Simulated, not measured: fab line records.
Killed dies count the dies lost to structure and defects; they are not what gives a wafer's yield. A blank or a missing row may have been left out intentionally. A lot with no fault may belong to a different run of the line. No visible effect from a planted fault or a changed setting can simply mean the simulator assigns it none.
Matching of chambers    flow n5Finfet    4 sister chambers for N5_BEOL_M6_STRIP_67 on rieDiel-02
The step strips in CF4. 8 wafers are shown with their chamber, then 8 later ones without.

WAFERS PAIRED WITH THEIR CHAMBERS
wafer   chamber  drypumpMotorCurrentA (A)  throttleValvePct (%)
L074.4  0        6.1                       13.0
L080.2  0        6.1                       12.9
L079.3  3        6.3                       13.5
L079.4  1        5.5                       14.0
L083.1  2        5.2                       13.3
L083.2  1        5.4                       14.1
L083.6  2        5.2                       13.3
L088.3  3        6.3                       13.5

WAFERS WITH NO CHAMBER GIVEN
wafer   drypumpMotorCurrentA (A)  throttleValvePct (%)
L088.5  6.3                       13.5
L088.6  6.1                       13.0
L095.1  5.5                       13.6
L095.2  5.2                       13.4
L095.3  6.1                       13.1
L095.4  5.1                       13.4
L095.5  6.0                       13.1
L095.6  5.4                       13.6

THE CHAMBER EACH PASSED THROUGH
wafer   from the rows above      in truth
L088.5  3                        3
L088.6  0                        0
L095.1  can't be placed: 1 or 2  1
L095.2  2                        2
L095.3  0                        0
L095.4  2                        2
L095.5  0                        0
L095.6  can't be placed: 2 or 1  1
6 of 8 placed correctly. Cannot be placed on the basis of these rows: 2; the candidates contain the true chamber in 2. Placed wrongly: 0.
How it was worked out, from the rows above alone: a wafer's distance from a chamber is the root of the sum, over the readings, of the square of ((its reading less the chamber's mean) divided by the reading's scatter). The wafer belongs to the nearest chamber; if the next one is less than 2 further off, it can't be placed. For every chamber, the mean is computed from those of its wafers that are shown. The scatter is the square root of a quotient: the sum, over the shown wafers, of each reading's squared deviation from its chamber's mean, divided by wafers minus chambers.
